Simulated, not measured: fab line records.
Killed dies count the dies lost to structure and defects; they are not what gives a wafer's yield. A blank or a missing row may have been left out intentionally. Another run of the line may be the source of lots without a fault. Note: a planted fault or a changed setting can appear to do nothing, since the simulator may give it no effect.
fab line records	flow n5-finfet
[record] lots = 7	wafers = 21
route steps=1938 shown BEOL_M11@1588 BEOL_M13@1680 BEOL_M14@1716 BEOL_M15@1796
start-h: hours from the record's first day to the start of the lot's first wafer shown	wait-h: how many hours have passed since the lot's step before this one	" the same as in the row above	L1.1+2: a row that stands for several wafers	- no value present, or no start provided	* or withheld: withheld	< > ~ a bound
route shown NAME@n: NAME is a module with steps in the file, n the number in the route of the first one	usual: average and standard deviation across the fault-free wafers	same: alike in all rows	chamber/n: place in a boat	sites: readings site by site	_std_site: standard deviation across them	_edge_site: inner sites' mean taken away from outer sites' mean	radius-mm: how far each site lies from the wafer's centre	mask NAME#n: copy n	behind: the tool/chamber that last shaped the wafer	hold: why the lot went on hold/how many hours it stayed there/how the hold came to an end	device: transistor that didn't switch, given as n, p or np	end of line: the tests these same wafers got at the end of their route	a step without rows: its recipe alone	killed: count of dies lost to structure and defects at first sort (not the wafer's yield)	map: the dies of a wafer, with x for killed, . for not killed, _ for no die there
set.NAME: setting as actually run; set.NAME@STEP: the setting as run at that earlier step	model.NAME: the simulator's own value behind a step, which no gauge read
lots whose settings were changed on purpose; a table a step, a row a wafer
[[steps]]
[step N5_BEOL_M11_DEGAS_44]
[recipe] ambient = vacuum	temp-c = 250	time-s = 60
lot.wafer	tool	chamber	start-h	wait-h	set.temp-c
L075.1+2+6	pvd-sputter-01	-	228.60	0.7	250
L076.1+3+5	pvd-sputter-02	-	241.67	0.4	250
L080.2+4	pvd-sputter-03	-	257.51	0.4	243.8
L080.3	"	-	"	"	250
L083.3+4+5	pvd-sputter-03	-	287.10	0.4	250
L084.1+2+5	pvd-sputter-02	-	289.55	1.3	250
L092.3+4+5	pvd-sputter-03	-	347.57	0.3	250
L094.1+4+5	pvd-sputter-03	-	361.04	0.6	250
[step N5_BEOL_M11_PRE_CLEAN_45]
[recipe] gas = H2/He	time-s = 30	temp-c = 250
[step N5_BEOL_M11_ALD_74]
[recipe] material = TaN	target-thk-a = 20	temp-c = 275	ald-precursor-family = PDMAT	ald-co-reactant = NH3	pressure-torr = 3	carrier-flow-sccm = 1500	pulse-time-s = 2	purge-time-s = 3	co-reactant-purge-time-s = 2	co-reactant-pulse-time-s = 3	ald-cycles = 40	precursor-vessel-temp-c = 75	precursor-vessel-pressure-torr = 26.25	precursor-vessel-carrier-sccm = 1000
[step N5_BEOL_M11_ECD_50]
[recipe] material = Cu	target-thk-a = 3180
[step N5_BEOL_M11_ANNEAL_51]
[recipe] temp-c = 225	time-s = 90	ambient = N2
[step N5_BEOL_M11_CMP_52]
[recipe] stop-on = SiCOH_lowk	t-overpolish-s = 7	down-force-psi = 1	platen-rpm = 50	clearing-platen-down-force-psi = 1.5	clearing-platen-rpm = 50	post-cmp-clean = cu-alkaline	target-thk-nm = 140	clearing-platen-pad-velocity-m-s = 0.99484	pad-velocity-m-s = 0.99484
lot.wafer	tool	chamber	start-h	wait-h	set.bias-w@BEOL_M11_TRENCH_ETCH_37	model.Cu_of_BEOL_M11_ECD_50.thk-nm
L075.1	cmp-03	2	230.10	0.3	212.4	145
L075.2	"	0	"	"	185	139
L075.6	"	2	"	"	185	138.2
L076.1	cmp-01	0	242.97	0.3	185	135.4
L076.3	"	1	"	"	185	138.2
L076.5	"	0	"	"	168.6	133.6
L080.3	cmp-03	2	258.91	0.2	185	139
L080.2	"	0	"	"	156.9	135.4
L080.4	"	1	"	"	185	143
L083.4	cmp-04	2	288.34	0.2	185	137.6
L083.3	"	3	"	"	185	136.2
L083.5	"	0	"	"	173.4	132
L084.2	cmp-01	3	290.69	0.2	185	143.6
L084.1	"	1	"	"	207	147
L084.5	"	3	"	"	185	141.4
L092.3	cmp-03	3	348.82	0.2	185	142
L092.4	"	2	"	"	185	143.2
L092.5	"	0	"	"	185	141.2
L094.4	cmp-04	2	362.73	0.2	185	140
L094.1	"	3	"	"	185	141.2
L094.5	"	1	"	"	185	139.6
[step N5_BEOL_M11_THK_MEAS_53]
[recipe] thk-meas-gauge = xrf	reads = Cu_of_BEOL_M11_ECD_50
[usual] M11_THK = 140.6/2.4
lot.wafer	tool	chamber	start-h	wait-h	set.bias-w@BEOL_M11_TRENCH_ETCH_37	M11_THK[nm]
L075.1	film-metro-02	-	230.35	-	212.4	146.2
L075.2	"	-	"	"	185	140.8
L075.6	"	-	"	"	185	139.9
L076.1	film-metro-02	-	243.27	-	185	136.1
L076.3	"	-	"	"	185	139.1
L076.5	"	-	"	"	168.6	133.5
L080.2	film-metro-01	-	259.21	-	156.9	137.5
L080.3	"	-	"	"	185	140.1
L080.4	"	-	"	"	185	144.9
L083.3	film-metro-01	-	288.56	-	185	136.7
L083.4	"	-	"	"	185	138.2
L083.5	"	-	"	"	173.4	133.4
L084.1	film-metro-02	-	290.95	-	207	149.8
L084.2	"	-	"	"	185	146.2
L084.5	"	-	"	"	185	144.3
L092.3	film-metro-01	-	349.11	-	185	142.6
L092.4	"	-	"	"	185	143.9
L092.5	"	-	"	"	185	142.7
L094.1	film-metro-02	-	362.98	-	185	141.3
L094.4	"	-	"	"	185	141.2
L094.5	"	-	"	"	185	140.1
[step N5_BEOL_M11_PRE_CLEAN_55]
[recipe] gas = NH3	time-s = 15	temp-c = withheld	rf-power-w = 300
[step N5_BEOL_M11_DEP_56]
[recipe] material = SiCN	target-thk-a = 300	temp-c = withheld	precursor = 3MS/NH3	pressure-torr = 3	rf-w = 675	time-s = 10.5
[step N5_BEOL_M11_RS_MEAS_57]
[recipe] thk-meas-gauge = four-point-probe	reads = Cu_of_BEOL_M11_ECD_50+Co_of_BEOL_M11_CVD_75+TaN_of_BEOL_M11_ALD_74
[usual] M11_RS = 0.1511/0.0027
lot.wafer	tool	chamber	start-h	wait-h	set.bias-w@BEOL_M11_TRENCH_ETCH_37	M11_RS[ohm/sq]
L075.1	film-metro-01	-	230.51	0.1	212.4	0.1447
L075.2	"	-	"	"	185	0.1514
L075.6	"	-	"	"	185	0.1525
L076.1	film-metro-02	-	243.40	0.0	185	0.1563
L076.3	"	-	"	"	185	0.1528
L076.5	"	-	"	"	168.6	0.1588
L080.2	film-metro-02	-	259.34	0.0	156.9	0.1565
L080.3	"	-	"	"	185	0.1516
L080.4	"	-	"	"	185	0.1473
L083.3	film-metro-01	-	288.69	0.0	185	0.1550
L083.4	"	-	"	"	185	0.1532
L083.5	"	-	"	"	173.4	0.1604
L084.1	film-metro-02	-	291.08	0.0	207	0.1428
L084.2	"	-	"	"	185	0.1467
L084.5	"	-	"	"	185	0.1495
L092.3	film-metro-01	-	349.24	0.0	185	0.1479
L092.4	"	-	"	"	185	0.1464
L092.5	"	-	"	"	185	0.1487
L094.1	film-metro-02	-	363.11	0.0	185	0.1493
L094.4	"	-	"	"	185	0.1508
L094.5	"	-	"	"	185	0.1510
[step N5_BEOL_M13_COAT_65]
[recipe] resist = SOC	temp-c = 250	time-s = 60	spin-rpm = 1500	resist-thk-nm = 350
lot.wafer	tool	chamber	start-h	wait-h	set.spin-rpm	model.SOC_of_BEOL_M13_COAT_65.thk-nm
L075.1	litho-track-04	0	238.67	0.0	1500	348.8
L075.2	"	0	"	"	1500	349
L075.6	"	0	"	"	1415	359
L076.1	litho-track-03	0	251.47	0.0	1500	350
L076.3	"	0	"	"	1500	349.8
L076.5	"	0	"	"	1500	349
L080.2	litho-track-03	0	271.41	0.0	1500	352
L080.3	"	0	"	"	1500	351
L080.4	"	0	"	"	1500	350.2
L083.3	litho-track-02	0	295.77	0.0	1500	350.6
L083.4	"	0	"	"	1605	338.4
L083.5	"	0	"	"	1605	338.2
L084.1	litho-track-03	0	296.96	0.0	1500	350.4
L084.2	"	0	"	"	1500	351
L084.5	"	0	"	"	1668	331.4
L092.3	litho-track-03	0	355.96	0.0	1500	351.8
L092.4	"	0	"	"	1500	350.8
L092.5	"	0	"	"	1500	349.6
L094.1	litho-track-04	0	369.16	0.0	1500	351.4
L094.4	"	0	"	"	1425	359.2
L094.5	"	0	"	"	1500	350.6
[step N5_BEOL_M14_ILD_DEP_00]
[recipe] material = SiO2	target-thk-a = 11193	temp-c = 400	precursor = TEOS/O2	pressure-torr = 6.5	rf-w = 900	teos-flow-sccm = 161.4	gas = O2	flow-sccm = 2650	time-s = 237.4
lot.wafer	tool	chamber	start-h	wait-h	set.time-s	model.SiO2_of_BEOL_M14_ILD_DEP_00.thk-nm
L075.1	pecvd-01	0	243.23	0.0	237.4	1123
L075.2	"	1	"	"	237.4	1112
L075.6	"	1	"	"	237.4	1129
L076.1	pecvd-01	2	254.90	0.0	237.4	1120
L076.3	"	1	"	"	237.4	1122
L076.5	"	2	"	"	249.9	1199
L080.2	pecvd-01	1	275.32	0.0	237.4	1104
L080.3	"	0	"	"	237.4	1086
L080.4	"	0	"	"	237.4	1129
L083.3	pecvd-01	0	301.33	0.1	237.4	1126
L083.4	"	1	"	"	218.2	1034
L083.5	"	1	"	"	218.2	1045
L084.1	pecvd-01	0	301.57	0.0	267.6	1255
L084.2	"	1	"	"	237.4	1112
L084.5	"	1	"	"	267.6	1271
L092.3	pecvd-03	0	358.94	0.0	237.4	1092
L092.4	"	2	"	"	237.4	1118
L092.5	"	1	"	"	237.4	1121
L094.1	pecvd-01	2	375.08	0.0	237.4	1121
L094.4	"	2	"	"	209.1	989.8
L094.5	"	0	"	"	237.4	1137
[step N5_BEOL_M14_THK_MEAS_01]
[recipe] reads = SiO2_of_BEOL_M14_ILD_DEP_00
[usual] M14_ILD_THK = 1118/14
lot.wafer	tool	chamber	start-h	wait-h	set.time-s@BEOL_M14_ILD_DEP_00	M14_ILD_THK[nm]
L075.1	film-metro-02	-	243.42	0.1	237.4	1123
L075.2	"	-	"	"	237.4	1112
L075.6	"	-	"	"	237.4	1130
L076.1	film-metro-02	-	255.09	0.1	237.4	1120
L076.3	"	-	"	"	237.4	1123
L076.5	"	-	"	"	249.9	1199
L080.2	film-metro-02	-	275.51	0.1	237.4	1104
L080.3	"	-	"	"	237.4	1086
L080.4	"	-	"	"	237.4	1130
L083.3	film-metro-02	-	301.52	0.1	237.4	1127
L083.4	"	-	"	"	218.2	1033
L083.5	"	-	"	"	218.2	1045
L084.1	film-metro-02	-	301.83	0.2	267.6	1255
L084.2	"	-	"	"	237.4	1112
L084.5	"	-	"	"	267.6	1271
L092.3	film-metro-02	-	359.13	0.1	237.4	1092
L092.4	"	-	"	"	237.4	1118
L092.5	"	-	"	"	237.4	1120
L094.1	film-metro-02	-	375.27	0.1	237.4	1120
L094.4	"	-	"	"	209.1	990
L094.5	"	-	"	"	237.4	1135
[step N5_BEOL_M14_PEB_08]
[recipe] peb-temp-c = 130	peb-time-s = 90
lot.wafer	tool	chamber	start-h	wait-h	set.peb-temp-c
L075.1+6	litho-track-05	0	243.61	0.1	133.6
L075.2	"	0	"	"	130
L076.1+5	litho-track-01	0	255.29	0.1	130
L076.3	"	0	"	"	127.8
L080.2+3	litho-track-01	0	275.70	0.0	130
L080.4	"	0	"	"	127.8
L083.3+5	litho-track-01	0	301.83	0.0	130
L083.4	"	0	"	"	128.3
L084.1+2	litho-track-03	0	302.02	0.1	126.6
L084.5	"	0	"	"	130
L092.3+4+5	litho-track-03	0	359.32	0.0	130
L094.1	litho-track-01	0	375.62	0.1	131.7
L094.4+5	"	0	"	"	130
[step N5_BEOL_M14_DEVELOP_09]
[recipe] develop-time-s = 45	rinse-liquid = diw	dry = air-spin	dev-temp-c = 21
[step N5_BEOL_M14_HARDBAKE_14]
[recipe] temp-c = 130	time-s = 120
[step N5_BEOL_M14_CD_MEAS_10]
[recipe] target-cd-nm = 250	landing-energy-ev = 500	detector = se-inlens	polarity = opening
[usual] cd-nm = 250.7/1.4
lot.wafer	tool	chamber	start-h	wait-h	set.peb-temp-c@BEOL_M14_PEB_08	cd-nm
L075.1	cd-sem-01	0	243.73	-	133.6	265.9
L075.2	"	0	"	"	130	252.3
L075.6	"	0	"	"	133.6	265.0
L076.1	cd-sem-02	0	255.40	-	130	250.7
L076.3	"	0	"	"	127.8	239.3
L076.5	"	0	"	"	130	250.8
L080.2	cd-sem-01	0	275.82	-	130	250.0
L080.3	"	0	"	"	130	250.2
L080.4	"	0	"	"	127.8	240.3
L083.3	cd-sem-01	0	301.95	-	130	250.3
L083.4	"	0	"	"	128.3	240.7
L083.5	"	0	"	"	130	249.9
L084.1	cd-sem-03	0	302.14	-	126.6	232.8
L084.2	"	0	"	"	126.6	231.9
L084.5	"	0	"	"	130	252.6
L092.3	cd-sem-01	0	359.44	-	130	253.4
L092.4	"	0	"	"	130	253.5
L092.5	"	0	"	"	130	252.7
L094.1	cd-sem-02	0	375.73	-	131.7	259.2
L094.4	"	0	"	"	130	248.3
L094.5	"	0	"	"	130	249.3
[step N5_BEOL_M14_DESCUM_15]
[recipe] chemistry = O2	time-s = 7.9	source-power-w = 50	bias-power-w = 20	pressure-mtorr = 20	rf-frequency-hz = 2.712e+07	temp-c = 40	o2-flow-sccm = 225
[step N5_BEOL_M14_ETCH_59]
[recipe] chemistry = N2/H2	target = BARC	target-depth-a = 890	overetch-a = 267	time-s = 67.9	ion-energy-ev = 200	pressure-mtorr = 30	source-w = 840	bias-w = 150	n2-flow-sccm = 200	h2-flow-sccm = 200
[step N5_BEOL_M14_VIA_ETCH_16]
[recipe] chemistry = C4F8/O2/Ar	target = SiO2	he-inner-torr = 15	he-outer-torr = 30	target-depth-a = 12313	time-s = withheld	ion-energy-ev = 800	pressure-mtorr = 20	source-w = 1905	bias-w = 2040	Ar_flow_sccm = 400	C4F8_flow_sccm = 16	O2_flow_sccm = 12	ends = cleared
lot.wafer	tool	chamber	start-h	wait-h	set.time-s@BEOL_M14_ILD_DEP_00	model.etch.depth-nm	model.coat_of_BEOL_M14_COAT_04.thk-nm
L075.1	rie-diel-04	1	243.90	0.0	*	1123	446.8
L075.2	"	3	"	"	*	1112	453
L075.6	"	1	"	"	*	1129	445.4
L076.1	rie-diel-04	2	255.58	0.0	*	1120	453.2
L076.3	"	3	"	"	*	1122	451.2
L076.5	"	3	"	"	*	1199	432.4
L080.2	rie-diel-03	1	276.21	0.0	*	1104	456
L080.3	"	0	"	"	*	1086	459.6
L080.4	"	3	"	"	*	1129	451.8
L083.3	rie-diel-05	2	302.85	0.0	*	1126	449.2
L083.4	"	0	"	"	*	1034	469.4
L083.5	"	1	"	"	*	1045	469.8
L084.1	rie-diel-04	0	302.93	0.0	*	1255	425.6
L084.2	"	2	"	"	*	1112	457
L084.5	"	0	"	"	*	1271	415
L092.3	rie-diel-04	0	359.62	0.0	*	1092	458
L092.4	"	2	"	"	*	1118	454.6
L092.5	"	0	"	"	*	1121	454.2
L094.1	rie-diel-04	1	375.91	0.0	*	1121	452
L094.4	"	1	"	"	*	989.9	480.4
L094.5	"	2	"	"	*	1137	450.6
[step N5_BEOL_M14_STRIP_63]
[recipe] chemistry = O2	power-w = 600	temp-c = 60	pressure-mtorr = 30	rf-frequency-hz = 6e+07	bias-power-w = 0	overash-fraction = 0.3	o2-flow-sccm = 225
[step N5_BEOL_M14_STRIP_64]
[recipe] chemistry = O2	power-w = 600	temp-c = 60	pressure-mtorr = 30	rf-frequency-hz = 6e+07	bias-power-w = 0	overash-fraction = 0.3	o2-flow-sccm = 225
[step N5_BEOL_M14_STRIP_71]
[recipe] chemistry = post-etch-residue-remover	time-s = 60	temp-c = 25	remover-ph = withheld	remover-water-wt-pct = withheld	remover-fluoride-wt-pct = withheld
[step N5_BEOL_M14_SRD_72]
[recipe] time-s = 30	temp-c = 23	rinse-liquid = diw	dry = n2-spin	spin-rpm = 1500	dry-time-s = 30
[step N5_BEOL_M14_CD_MEAS_17]
[recipe] target-cd-nm = 250	polarity = opening
[usual] cd-nm = 251.4/1.6
lot.wafer	tool	chamber	start-h	wait-h	set.peb-temp-c@BEOL_M14_PEB_08	cd-nm
L075.1	cd-sem-02	-	244.26	0.0	133.6	265.9
L075.2	"	-	"	"	130	252.0
L075.6	"	-	"	"	133.6	265.5
L076.1	cd-sem-03	-	255.93	0.0	130	251.2
L076.3	"	-	"	"	127.8	239.5
L076.5	"	-	"	"	130	251.8
L080.2	cd-sem-02	-	276.56	0.0	130	249.8
L080.3	"	-	"	"	130	250.3
L080.4	"	-	"	"	127.8	241.0
L083.3	cd-sem-03	-	303.20	0.0	130	251.3
L083.4	"	-	"	"	128.3	240.5
L083.5	"	-	"	"	130	249.0
L084.1	cd-sem-01	-	303.33	0.0	126.6	235.2
L084.2	"	-	"	"	126.6	233.2
L084.5	"	-	"	"	130	255.2
L092.3	cd-sem-01	-	359.97	0.0	130	255.1
L092.4	"	-	"	"	130	254.2
L092.5	"	-	"	"	130	254.7
L094.1	cd-sem-01	-	376.25	0.0	131.7	260.0
L094.4	"	-	"	"	130	248.2
L094.5	"	-	"	"	130	250.0
[step N5_BEOL_M15_COAT_60]
[recipe] resist = BARC	temp-c = 205	time-s = 60	spin-rpm = 1500	resist-thk-nm = 89
lot.wafer	tool	chamber	start-h	wait-h	set.spin-rpm	model.BARC_of_BEOL_M15_COAT_60.thk-nm
L075.1	litho-track-04	0	251.03	0.3	1614	85.6
L075.2	"	0	"	"	1500	89
L075.6	"	0	"	"	1500	89.2
L076.1	litho-track-04	0	261.34	0.3	1500	88.8
L076.3	"	0	"	"	1560	87
L076.5	"	0	"	"	1560	86.8
L080.2	litho-track-04	0	282.34	0.3	1500	89
L080.3	"	0	"	"	1419	91.6
L080.4	"	0	"	"	1500	88.8
L084.1	litho-track-02	0	312.29	0.3	1500	89.4
L084.2	"	0	"	"	1382	92.8
L084.5	"	0	"	"	1382	93.2
L083.3	litho-track-01	0	312.85	0.3	1385	93
L083.4	"	0	"	"	1500	89.6
L083.5	"	0	"	"	1385	93.2
L092.3+4	litho-track-02	0	368.51	0.3	1500	89.4
L092.5	"	0	"	"	1500	89.6
L094.1	litho-track-04	0	385.56	0.3	1500	89.2
L094.4	"	0	"	"	1500	88.8
L094.5	"	0	"	"	1584	86.8
[step N5_BEOL_M15_COAT_22]
[recipe] spin-rpm = 1704	resist-thk-nm = 800
lot.wafer	tool	chamber	start-h	wait-h	set.spin-rpm	model.coat_of_BEOL_M15_COAT_22.thk-nm
L075.1	litho-track-04	0	-	-	1704	796.4
L075.2	"	0	"	"	1879	760.4
L075.6	"	0	"	"	1704	797
L076.1	litho-track-04	0	-	-	1704	798
L076.3	"	0	"	"	1704	797.2
L076.5	"	0	"	"	1704	799
L080.2	litho-track-04	0	-	-	1516	851
L080.3	"	0	"	"	1704	802.8
L080.4	"	0	"	"	1516	853
L084.1	litho-track-02	0	-	-	1518	847
L084.2	"	0	"	"	1704	800.8
L084.5	"	0	"	"	1704	797.8
L083.3	litho-track-01	0	-	-	1622	818.4
L083.4	"	0	"	"	1622	820.4
L083.5	"	0	"	"	1704	799.2
L092.3	litho-track-02	0	-	-	1704	801
L092.4	"	0	"	"	1704	799.4
L092.5	"	0	"	"	1704	799.2
L094.1	litho-track-04	0	-	-	1879	765
L094.4	"	0	"	"	1704	802.2
L094.5	"	0	"	"	1704	800.4
[step N5_BEOL_M15_EBR_24]
[recipe] solvent = PGMEA	ebr-width-mm = 1.5
[step N5_BEOL_M15_SOFTBAKE_23]
[recipe] temp-c = 130	time-s = 60
[step N5_BEOL_M15_DESCUM_33]
[recipe] chemistry = O2	time-s = 7.9	source-power-w = 50	bias-power-w = 20	pressure-mtorr = 20	rf-frequency-hz = 2.712e+07	temp-c = 40	o2-flow-sccm = 225
[step N5_BEOL_M15_ETCH_61]
[recipe] chemistry = N2/H2	target = BARC	target-depth-a = 890	overetch-a = 267	time-s = 67.9	ion-energy-ev = 200	pressure-mtorr = 30	source-w = 840	bias-w = 150	n2-flow-sccm = 200	h2-flow-sccm = 200
lot.wafer	tool	chamber	start-h	wait-h	set.spin-rpm@BEOL_M15_COAT_60	model.etch.depth-nm
L075.1	rie-diel-02	3	251.45	0.0	1614	85.62
L075.2	"	2	"	"	1500	88.96
L075.6	"	0	"	"	1500	89.26
L076.1	rie-diel-02	3	261.87	0.0	1500	88.84
L076.3	"	1	"	"	1560	86.94
L076.5	"	0	"	"	1560	86.87
L080.2	rie-diel-02	1	282.76	0.0	1500	89.04
L080.3	"	3	"	"	1419	91.57
L080.4	"	2	"	"	1500	88.82
L084.1	rie-diel-02	1	312.68	0.0	1500	89.34
L084.2	"	0	"	"	1382	92.77
L084.5	"	2	"	"	1382	93.19
L083.3	rie-diel-06	0	313.25	0.0	1385	92.95
L083.4	"	3	"	"	1500	89.54
L083.5	"	1	"	"	1385	93.27
L092.3	rie-diel-02	1	369.03	0.0	1500	89.48
L092.4	"	1	"	"	1500	89.32
L092.5	"	0	"	"	1500	89.5
L094.1	rie-diel-01	0	386.27	0.0	1500	89.21
L094.4	"	1	"	"	1500	88.81
L094.5	"	1	"	"	1584	86.74
[step N5_BEOL_M15_TRENCH_ETCH_34]
[recipe] chemistry = C4F8/O2/Ar	target = SiO2	target-depth-a = 8729.3	he-inner-torr = 15	he-outer-torr = 30	time-s = 199	ion-energy-ev = 800	pressure-mtorr = 20	source-w = 1905	bias-w = 2040	Ar_flow_sccm = 400	C4F8_flow_sccm = 16	O2_flow_sccm = 12
lot.wafer	tool	chamber	start-h	wait-h	set.spin-rpm@BEOL_M15_COAT_22	model.coat_of_BEOL_M15_COAT_22.thk-nm
L075.1	rie-diel-02	3	251.51	0.0	1704	543.2
L075.2	"	2	"	"	1879	501.8
L075.6	"	0	"	"	1704	543
L076.1+5	rie-diel-02	3,0	261.93	0.0	1704	544.8
L076.3	"	1	"	"	1704	539.2
L080.2+4	rie-diel-02	1,2	282.81	0.0	1516	591.8
L080.3	"	3	"	"	1704	549.2
L084.1	rie-diel-02	1	312.74	0.0	1518	591.4
L084.2	"	0	"	"	1704	543.2
L084.5	"	2	"	"	1704	540.6
L083.3	rie-diel-06	0	313.30	0.0	1622	557
L083.4	"	3	"	"	1622	559.2
L083.5	"	1	"	"	1704	545
L092.3	rie-diel-02	1	369.08	0.0	1704	546.4
L092.4	"	1	"	"	1704	544
L092.5	"	0	"	"	1704	539.2
L094.1	rie-diel-01	0	386.32	0.0	1879	513
L094.4	"	1	"	"	1704	549.6
L094.5	"	1	"	"	1704	546.8
[[key]]
[split] step = N5_BEOL_M11_DEGAS_44	setting = temp-c	stated = 250	by = wafer
response none clear
[split] step = N5_BEOL_M13_COAT_65	setting = spin-rpm	stated = 1500	by = wafer
[response] step = N5_BEOL_M13_COAT_65	reading = model.SOC_of_BEOL_M13_COAT_65.thk-nm	change = -1.73	per = 1%	r = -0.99
[split] step = N5_BEOL_M14_ILD_DEP_00	setting = time-s	stated = 237.4	by = wafer
[response] step = N5_BEOL_M14_ILD_DEP_00	reading = model.SiO2_of_BEOL_M14_ILD_DEP_00.thk-nm	change = +11.8	per = 1%	r = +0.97
[response] step = N5_BEOL_M14_THK_MEAS_01	reading = M14_ILD_THK	change = +11.8	per = 1%	r = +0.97
[response] step = N5_BEOL_M14_VIA_ETCH_16	reading = model.etch.depth-nm	change = +11.8	per = 1%	r = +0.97
[response] step = N5_BEOL_M14_VIA_ETCH_16	reading = model.coat_of_BEOL_M14_COAT_04.thk-nm	change = -2.73	per = 1%	r = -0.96
[split] step = N5_BEOL_M14_PEB_08	setting = peb-temp-c	stated = 130	by = wafer
[response] step = N5_BEOL_M14_CD_MEAS_10	reading = cd-nm	change = +6.4	per = 1%	r = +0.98
[response] step = N5_BEOL_M14_CD_MEAS_17	reading = cd-nm	change = +6.57	per = 1%	r = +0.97
[split] step = N5_BEOL_M15_COAT_60	setting = spin-rpm	stated = 1500	by = wafer
[response] step = N5_BEOL_M15_COAT_60	reading = model.BARC_of_BEOL_M15_COAT_60.thk-nm	change = -0.456	per = 1%	r = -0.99
[response] step = N5_BEOL_M15_ETCH_61	reading = model.etch.depth-nm	change = -0.46	per = 1%	r = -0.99
[split] step = N5_BEOL_M15_COAT_22	setting = spin-rpm	stated = 1704	by = wafer
[response] step = N5_BEOL_M15_COAT_22	reading = model.coat_of_BEOL_M15_COAT_22.thk-nm	change = -4.01	per = 1%	r = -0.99
[response] step = N5_BEOL_M15_TRENCH_ETCH_34	reading = model.coat_of_BEOL_M15_COAT_22.thk-nm	change = -3.91	per = 1%	r = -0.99
split outside-this-file step=N5_BEOL_M11_TRENCH_ETCH_37 setting=bias-w
// split outside-this-file: this setting was split too, and the file shows its column; the key of that split is in another file
